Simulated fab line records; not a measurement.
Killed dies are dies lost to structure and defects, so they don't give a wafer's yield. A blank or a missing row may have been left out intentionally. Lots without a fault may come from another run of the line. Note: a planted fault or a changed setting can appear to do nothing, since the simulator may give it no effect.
fab line records	flow nand-harc
record lots=6	wafers=18	last-day=25
route steps=1159 shown A_CHANNEL_HOLE_D1@454 END@1159
lots that met no fault: from a run of the same line without faults
start-h: hours from the record's opening day to when the first of the lot's shown wafers began	wait-h: hours elapsed since this lot's preceding step	" as in the row above	L1.1+2: several wafers, shown together as one row	- no value, or no start given	* or withheld: withheld	< > ~ a bound
route shown NAME@n: NAME is a module with steps in the file, n the number in the route of the first one	usual: mean/standard deviation taken from wafers without a fault	same: alike in all rows	chamber/n: place in a boat	sites: each site's reading	_std_site: how widely they spread, as a standard deviation	_edge_site: outer sites' mean less inner sites'	radius-mm: how far each site lies from the wafer's centre	mask NAME#n: copy n	behind: tool/chamber where the wafer was last shaped	hold: why the lot went on hold/how many hours it stayed there/how the hold came to an end	device: whichever transistor did not switch (one of n, p or np)	end of line: the route-end tests of the same wafers	where a step has no rows: the recipe by itself	killed: count of dies lost to structure and defects at first sort (not the wafer's yield)	map: per-die view of a wafer (x killed, . not killed, _ where there is no die)
set.NAME: the setting that was run; set.NAME@STEP: the one run at that earlier step	model.NAME: the simulator's own value behind a step, which no gauge read
a table for each step, a row for each wafer; lots at some steps of the route
services: a tool's chamber out of use, with start hour (start-h, from the record's first day; less than 0 if before it), hours out, and reason
## steps
# step NHARC_A_CHANNEL_HOLE_D1_COAT_36
# recipe temp-c=260	time-s=75
# step NHARC_A_CHANNEL_HOLE_D1_COAT_37
# recipe temp-c=225	time-s=65
# step NHARC_A_CHANNEL_HOLE_D1_COAT_04
# recipe spin-rpm=1500	resist-thk-nm=90
# step NHARC_A_CHANNEL_HOLE_D1_SOFTBAKE_05
# recipe temp-c=105	time-s=55
# step NHARC_A_CHANNEL_HOLE_D1_EBR_06
# step NHARC_A_CHANNEL_HOLE_D1_EXPOSE_07
# recipe na=1.35	target-cd-nm=100	sigma-outer=0.3	dose-mj=59.65	mask-id=HOLE_D1
# step NHARC_A_CHANNEL_HOLE_D1_PEB_08
# recipe peb-temp-c=100	peb-time-s=65
# step NHARC_A_CHANNEL_HOLE_D1_DEVELOP_09
# recipe develop-time-s=35	dev-temp-c=23
# step NHARC_A_CHANNEL_HOLE_D1_CD_MEAS_10
# recipe target-cd-nm=100	landing-energy-ev=500
# usual cd-nm=100.2/0.67
lot.wafer	tool	chamber	start-h	wait-h	cd-nm
L402.2	cd-sem-02	0	208.37	-	99.0
L402.3	"	0	"	"	100.1
L402.6	"	0	"	"	99.8
L405.1	cd-sem-02	0	239.70	-	99.5
L405.2	"	0	"	"	99.8
L405.3	"	0	"	"	100.0
L408.1	cd-sem-01	0	247.74	-	100.6
L408.4	"	0	"	"	99.9
L408.6	"	0	"	"	99.8
L417.1	cd-sem-02	0	306.52	-	100.8
L417.2	"	0	"	"	99.9
L417.5	"	0	"	"	100.3
L419.2	cd-sem-01	0	308.01	-	101.1
L419.3	"	0	"	"	100.1
L419.6	"	0	"	"	100.0
L418.2	cd-sem-01	0	308.43	-	100.2
L418.3	"	0	"	"	100.7
L418.5	"	0	"	"	100.6
# step NHARC_A_CHANNEL_HOLE_D1_OVL_MEAS_11
# usual overlay-x-nm=-0.1/0.79	overlay-y-nm=-0.1/0.85
lot.wafer	tool	chamber	start-h	wait-h	overlay-x-nm	overlay-y-nm
L402.2	overlay-02	-	208.46	-	0.7	0.7
L402.3	"	-	"	"	1.1	0.7
L402.6	"	-	"	"	0.9	-0.1
L405.1	overlay-01	-	239.79	-	0.7	-1.2
L405.2	"	-	"	"	0.1	-1.3
L405.3	"	-	"	"	0.3	-0.9
L408.1	overlay-01	-	247.82	-	-0.9	-1.3
L408.4	"	-	"	"	-0.6	-1.1
L408.6	"	-	"	"	-0.6	-1.3
L417.1	overlay-02	-	306.61	-	1.1	0.9
L417.2	"	-	"	"	1.5	1.3
L417.5	"	-	"	"	1.3	0.8
L419.2	overlay-02	-	308.10	-	-0.8	-0.7
L419.3	"	-	"	"	-0.6	-1.5
L419.6	"	-	"	"	-0.7	-1.5
L418.2	overlay-02	-	308.52	-	-0.3	0.5
L418.3	"	-	"	"	0.4	0.7
L418.5	"	-	"	"	0.0	0.8
# step NHARC_A_CHANNEL_HOLE_D1_INSPECT_12
# usual raw-defect-count=7/3
lot.wafer	tool	chamber	start-h	wait-h	raw-defect-count
L402.2	defect-inspect-02	-	208.49	0.0	6
L402.3	"	-	"	"	7
L402.6	"	-	"	"	2
L405.1	defect-inspect-01	-	239.83	0.0	5
L405.2	"	-	"	"	6
L405.3	"	-	"	"	3
L408.1	defect-inspect-02	-	247.86	0.0	8
L408.4	"	-	"	"	4
L408.6	"	-	"	"	5
L417.1	defect-inspect-01	-	306.64	0.0	4
L417.2	"	-	"	"	4
L417.5	"	-	"	"	7
L419.2	defect-inspect-01	-	308.14	0.0	5
L419.3	"	-	"	"	6
L419.6	"	-	"	"	6
L418.2	defect-inspect-01	-	308.55	0.0	8
L418.3	"	-	"	"	6
L418.5	"	-	"	"	8
# step NHARC_A_CHANNEL_HOLE_D1_DESCUM_15
# recipe time-s=3	o2-flow-sccm=200	ar-flow-sccm=0	bias-power-w=0	chemistry=O2
# usual drypump-motor-current-A=5.8/0.32	o2-flow-sccm=200.0/0.57	oes-product-au=1.006/0.013	rf-vpp-V=57.7/1	showerhead-plenum-p-Torr=1.94/0.089	throttle-valve-pct=11.311/0.0097
lot.wafer	tool	chamber	start-h	wait-h	drypump-motor-current-A	o2-flow-sccm	oes-product-au	rf-hours-counter-h	rf-vpp-V	showerhead-plenum-p-Torr	throttle-valve-pct
L402.2	rie-diel-13	1	208.56	0.1	5.4	199.5	1.019	7	58.4	1.99	11.320
L402.3	"	3	"	"	5.8	200.2	1.000	7	56.8	1.78	11.317
L402.6	"	0	"	"	6.2	200.0	0.990	-	58.5	2.04	11.316
L405.3	rie-diel-13	2	239.89	0.1	5.5	198.9	1.031	8	59.4	1.97	11.302
L405.1	"	3	"	"	5.8	200.7	1.010	10	56.6	1.78	11.302
L405.2	"	0	"	"	6.2	200.3	0.991	10	57.2	2.04	11.321
L408.4	rie-diel-11	2	247.92	0.1	5.8	200.3	0.992	3	58.4	1.95	11.303
L408.1	"	3	"	"	5.8	200.9	1.003	2	56.8	1.98	11.315
L408.6	"	3	"	"	5.7	200.6	1.001	-	57.1	1.98	11.317
L417.2	rie-diel-13	3	306.70	0.1	5.8	199.7	1.011	1	56.1	1.78	11.318
L417.1	"	1	"	"	5.4	200.1	0.997	1	59.2	1.99	11.304
L417.5	"	0	"	"	6.2	200.5	0.996	-	57.4	2.04	11.315
L419.3	rie-diel-11	3	308.21	0.1	5.8	199.8	1.005	6	58.6	1.98	11.308
L419.2	"	1	"	"	5.9	201.0	1.019	6	58.0	1.96	11.321
L419.6	"	3	"	"	5.7	199.9	1.006	-	58.2	1.98	11.306
L418.3	rie-diel-13	3	308.61	0.1	5.8	200.4	1.020	1	57.6	1.78	11.309
L418.2	"	2	"	"	5.5	199.9	1.020	1	57.8	1.97	11.311
L418.5	"	3	"	"	5.8	200.0	1.024	-	57.6	1.78	11.326
# step NHARC_A_CHANNEL_HOLE_D1_ETCH_38
# recipe target-depth-a=390	over-etch-frac=0.3	time-s=65	ion-energy-ev=80	cf4-flow-sccm=150	ar-flow-sccm=0	rf-w=300	bias-w=100	chemistry=CF4
# usual bias-w=99.93/0.26	drypump-motor-current-A=5.8/0.32	oes-product-au=1.006/0.013	rf-vpp-V=151.5/1.3	showerhead-plenum-p-Torr=1.79/0.076	throttle-valve-pct=13.283/0.0091
lot.wafer	tool	chamber	start-h	wait-h	bias-w	drypump-motor-current-A	oes-product-au	rf-hours-counter-h	rf-vpp-V	showerhead-plenum-p-Torr	throttle-valve-pct
L402.2	rie-diel-13	3	208.64	0.1	99.65	5.8	1.015	7	150.5	1.65	13.289
L402.3	"	1	"	"	99.87	5.3	1.029	7	152.1	1.83	13.293
L402.6	"	0	"	"	100.12	6.2	1.006	-	155.0	1.88	13.298
L405.1	rie-diel-13	0	239.99	0.1	99.91	6.2	0.992	10	151.8	1.88	13.286
L405.3	"	2	"	"	100.17	5.6	1.026	8	152.3	1.82	13.275
L405.2	"	3	"	"	100.27	5.8	1.010	10	150.2	1.65	13.290
L408.1	rie-diel-11	3	248.01	0.1	99.97	5.7	1.002	2	152.4	1.82	13.271
L408.4	"	2	"	"	99.47	5.8	1.020	3	151.9	1.80	13.262
L408.6	"	3	"	"	100.00	5.8	1.006	-	150.4	1.82	13.269
L417.2	rie-diel-13	3	306.80	0.1	99.90	5.8	1.008	1	148.0	1.65	13.283
L417.1	"	0	"	"	100.10	6.2	0.859	1	152.5	1.88	13.283
L417.5	"	1	"	"	99.42	5.4	0.850	-	152.9	1.83	13.274
L419.3	rie-diel-11	0	308.29	0.1	100.01	5.6	1.007	6	150.5	1.71	13.291
L419.2	"	1	"	"	100.10	6.0	1.011	6	152.5	1.81	13.282
L419.6	"	3	"	"	100.05	5.7	1.006	-	151.0	1.82	13.293
L418.2	rie-diel-13	3	308.70	0.1	99.67	5.8	1.015	1	151.4	1.65	13.285
L418.3	"	1	"	"	100.05	5.4	0.997	1	151.3	1.83	13.294
L418.5	"	3	"	"	99.99	5.8	0.867	-	149.3	1.65	13.277
# step NHARC_A_CHANNEL_HOLE_D1_ETCH_39
# recipe target-depth-a=2600	over-etch-frac=0.3	time-s=325	ion-energy-ev=200	n2-flow-sccm=150	h2-flow-sccm=150	ar-flow-sccm=0	rf-w=400	bias-w=150	chemistry=N2/H2
# usual bias-w=150.0/0.44	drypump-motor-current-A=5.8/0.33	oes-product-au=1.005/0.013	rf-vpp-V=431.6/2.6	showerhead-plenum-p-Torr=2.08/0.094	throttle-valve-pct=14.172/0.009
lot.wafer	tool	chamber	start-h	wait-h	bias-w	drypump-motor-current-A	oes-product-au	rf-hours-counter-h	rf-vpp-V	showerhead-plenum-p-Torr	throttle-valve-pct
L402.3	rie-diel-13	0	-	-	150.6	6.2	0.985	7	435.0	2.18	14.157
L402.2	"	2	"	"	150.1	5.6	1.019	5	433.2	2.11	14.181
L402.6	"	0	"	"	150.8	6.2	0.985	-	434.2	2.18	14.178
L405.1	rie-diel-13	3	-	-	149.9	5.8	1.011	10	427.1	1.89	14.161
L405.3	"	0	"	"	150.0	6.2	0.992	10	434.6	2.18	14.195
L405.2	"	2	"	"	149.6	5.6	1.025	8	431.6	2.11	14.181
L408.1	rie-diel-11	1	-	-	150.1	5.9	1.013	2	433.3	2.10	14.170
L408.4	"	3	"	"	149.9	5.7	1.004	2	432.0	2.11	14.188
L408.6	"	1	"	"	149.7	6.0	1.003	-	433.8	2.10	14.163
L417.1	rie-diel-13	0	-	-	150.0	6.2	0.989	1	434.3	2.18	14.175
L417.2	"	3	"	"	151.1	5.8	1.020	1	427.4	1.89	14.183
L417.5	"	0	"	"	149.8	6.3	1.003	-	434.6	2.18	14.157
L419.3	rie-diel-11	1	-	-	150.5	6.0	1.007	7	431.1	2.09	14.168
L419.2	"	0	"	"	149.8	5.6	1.008	6	429.1	1.97	14.172
L419.6	"	2	"	"	150.3	5.8	1.003	-	431.5	2.07	14.176
L418.2	rie-diel-13	3	-	-	149.6	5.8	1.001	1	426.9	1.89	14.164
L418.3	"	0	"	"	149.8	6.2	1.005	1	432.9	2.18	14.148
L418.5	"	2	"	"	150.1	5.6	1.021	-	431.5	2.10	14.186
# step NHARC_END_SORT_01
# recipe temp-c=25
# usual killed-at-array=28/11	killed-at-other=0.5/0.87	killed-at-periphery=2.9/2.2	killed-dies=32/11	killed-open=3.2/1.9	killed-short=1.8/1.4
# same gross-dies=677
lot.wafer	tool	chamber	start-h	wait-h	killed-at-array	killed-at-other	killed-at-periphery	killed-dies	killed-open	killed-short
L417.1	prober-01	0	569.54	2.5	23	0	0	23	2	1
L417.5	prober-01	0	572.70	3.7	47	1	3	51	3	3
L418.5	prober-02	0	572.80	3.7	36	0	3	39	2	1
# killed by level:class
L417.1 A_CONTACT:chamber-film-flake=8 A_CHANNEL_HOLE_D1:chamber-film-flake=5 A_CHANNEL_HOLE_D1:area-etch=3 A_STAIRCASE:chamber-film-flake=2 A_M1:chamber-film-flake=2 A_ONON_D1:geometric-particle:short=1 A_SGD_CUT:geometric-particle:open=1 A_WL_FILL:geometric-particle:open=1
L417.5 A_CHANNEL_HOLE_D1:area-etch=25 A_CHANNEL_HOLE_D1:chamber-film-flake=9 P_GATE:chamber-film-flake=3 A_CONTACT:chamber-film-flake=3 A_WL_FILL:geometric-particle:short=2 A_STAIRCASE:chamber-film-flake=2 A_WL_FILL:chamber-film-flake=2 A_ONON_D1:geometric-particle:open=1
L418.5 A_SLIT:chamber-film-flake=12 A_CHANNEL_HOLE_D1:area-etch=8 A_CHANNEL_HOLE_D1:chamber-film-flake=4 A_STAIRCASE:chamber-film-flake=4 A_CONTACT:chamber-film-flake=3 A_BONDPAD:chamber-film-flake=3 P_STI:geometric-particle:short=1 P_CONTACT:geometric-particle:open=1
## services
tool	chamber	start-h	hours	kind
rie-diel-11	2	186.98	3.6	repair
rie-diel-11	-	189.56	9.0	pm
rie-diel-13	0	206.00	-	clean
rie-diel-13	1	206.00	-	clean
rie-diel-13	2	206.00	-	clean
rie-diel-13	3	206.00	-	clean
rie-diel-11	3	208.10	6.4	repair
rie-diel-13	1	223.23	23.2	repair
rie-diel-13	0	230.66	-	clean
rie-diel-13	2	230.66	-	clean
rie-diel-13	3	230.66	-	clean
rie-diel-13	0	255.16	-	clean
rie-diel-13	1	255.16	-	clean
rie-diel-13	2	255.16	-	clean
rie-diel-13	3	255.16	-	clean
rie-diel-13	-	276.00	9.0	pm
rie-diel-13	0	276.00	9.0	vent-cycle
rie-diel-13	1	276.00	9.0	vent-cycle
rie-diel-13	2	276.00	9.0	vent-cycle
rie-diel-13	3	276.00	9.0	vent-cycle
rie-diel-13	0	285.00	-	clean
rie-diel-13	1	285.00	-	clean
rie-diel-13	2	285.00	-	clean
rie-diel-13	3	285.00	-	clean
## key
first-sign step=NHARC_A_CHANNEL_HOLE_D1_ETCH_38	reading=oes-product-au	direction=down	sigmas=12	usual=1.006	struck=0.858
effect none on later readings
met-at NHARC_A_CHANNEL_HOLE_D1_ETCH_38
struck-wafers L417.1,L417.5,L418.5
tester-left-out L417,L418
onset-between 239.99 306.80
fault kind=process-parameter-drift	tool=rie-diel-13	chamber=-	onset-h=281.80	steps=NHARC_A_CHANNEL_HOLE_D1_ETCH_38	channel=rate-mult	offset=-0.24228	shape=step	end-h=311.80	scope=struck-wafers-only
# tester-left-out: of these lots the tester's yield and bins aren't shown, on N5 and GAA mostly nor the transistor test; their killed dies are dies lost to structure and defects alone, not to doping, threshold or leakage, so they don't give the yield
